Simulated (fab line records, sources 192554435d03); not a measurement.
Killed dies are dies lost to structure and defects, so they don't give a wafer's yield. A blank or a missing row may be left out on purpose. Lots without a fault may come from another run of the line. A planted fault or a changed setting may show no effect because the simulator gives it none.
Chamber matching | flow n5_finfet | N5_HKMG_FIN_CVD_62 on thermal_cvd_si-01: 3 sister chambers
The step deposits a-Si from Si2H6, target thk 3 nm, time 20.8 s. 6 wafers are shown with their chamber, then 12 later ones without.

WAFERS WITH THEIR CHAMBER
wafer  | chamber | heater_power_w (W) | heater_power_outer_w (W)
L081.5 | 0       | 1440               | 871
L087.1 | 1       | 1494               | 940
L087.2 | 0       | 1457               | 843
L089.1 | 1       | 1515               | 923
L089.3 | 2       | 1317               | 950
L089.4 | 2       | 1318               | 978

WAFERS WITHOUT THEIR CHAMBER
wafer  | heater_power_w (W) | heater_power_outer_w (W)
L091.1 | 1445               | 861
L091.4 | 1348               | 975
L091.5 | 1499               | 936
L093.1 | 1423               | 852
L093.3 | 1343               | 985
L093.4 | 1344               | 966
L095.1 | 1526               | 940
L095.2 | 1396               | 859
L095.3 | 1313               | 970
L097.2 | 1475               | 937
L097.4 | 1428               | 862
L097.5 | 1337               | 974

WHICH CHAMBER EACH WENT THROUGH
wafer  | from the rows above | in truth
L091.1 | 0                   | 0
L091.4 | 2                   | 2
L091.5 | 1                   | 1
L093.1 | 0                   | 0
L093.3 | 2                   | 2
L093.4 | 2                   | 2
L095.1 | 1                   | 1
L095.2 | 0                   | 0
L095.3 | 2                   | 2
L097.2 | 1                   | 1
L097.4 | 0                   | 0
L097.5 | 2                   | 2
Placed correctly: 12 of 12. Can't be placed from these rows: 0. Placed wrongly: 0.
How it was worked out, from the rows above alone: a wafer's distance from a chamber is the root of the sum, over the readings, of the square of ((its reading less the chamber's mean) divided by the reading's scatter). The wafer belongs to the nearest chamber; if the next one is less than 2 further off, it can't be placed. A chamber's mean is the mean of its shown wafers. The scatter: the root of (the sum of the squares of (reading less its chamber's mean) over the shown wafers, divided by (wafers less chambers)).
